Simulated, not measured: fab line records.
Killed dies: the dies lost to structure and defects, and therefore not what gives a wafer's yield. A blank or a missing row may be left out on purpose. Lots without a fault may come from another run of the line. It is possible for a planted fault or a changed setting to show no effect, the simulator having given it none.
Matching of chambers	flow nandHarc	NHARC_P_M2_ETCH_35 on rieDiel-01 has 4 sister chambers
The step etches the open film in N2/H2, target depth 40 nm, overetch 12 nm, time 43.94 s. 14 wafers are shown with their chamber, then 7 later ones without.

== WAFERS, EACH WITH ITS CHAMBER ==
wafer	chamber	showerheadPlenumPTorr (Torr)	drypumpMotorCurrentA (A)	rfVppV (V)
L074.3	0	1.95	6.38	428.6
L074.5	0	1.95	6.40	428.4
L074.6	1	2.14	5.97	432.7
L079.2	1	2.14	6.03	433.7
L079.3	3	2.03	5.83	429.3
L079.5	2	2.18	5.75	434.1
L080.4	0	1.95	6.37	428.1
L080.5	1	2.14	6.02	432.8
L080.6	2	2.17	5.75	433.5
L083.3	1	2.14	5.98	433.0
L083.5	0	1.95	6.45	428.3
L083.6	3	2.02	5.86	430.2
L085.1	3	2.02	5.86	431.0
L085.4	1	2.14	5.98	432.2

SIGNATURES (means of the wafers above)
reading	chamber 0	chamber 1	chamber 2	chamber 3	scatter within a chamber
showerheadPlenumPTorr	1.9500	2.1400	2.1750	2.0233	0.00342
drypumpMotorCurrentA	6.4000	5.9960	5.7500	5.8500	0.0271
rfVppV	428.350	432.880	433.800	430.167	0.543
Rule: for each reading, subtract the chamber's mean from the wafer's reading, divide by that reading's scatter and square the result; add these up over the readings and take the root, which gives the wafer's distance from the chamber. The wafer belongs to the nearest chamber; if the next one is less than 2 further off, it can't be placed. How the scatter is found: for the shown wafers, subtract from each reading the mean of its chamber, square and add these, divide the total by (wafers less chambers), then take the root.

== WAFERS WHOSE CHAMBER IS MISSING ==
wafer	showerheadPlenumPTorr (Torr)	drypumpMotorCurrentA (A)	rfVppV (V)
L085.6	2.17	5.73	433.2
L092.2	2.17	5.73	435.2
L092.3	2.02	5.89	428.7
L092.5	2.13	5.99	433.0
L094.1	2.02	5.85	429.3
L094.3	1.95	6.44	427.2
L094.5	1.94	6.44	428.0

== CHAMBER TAKEN BY EACH ==
wafer	from the rows above	in truth
L085.6	2	2
L092.2	2	2
L092.3	3	3
L092.5	1	1
L094.1	3	3
L094.3	0	0
L094.5	0	0
7 of 7 placed correctly. Can't be placed from these rows: 0. Wrongly placed: 0.
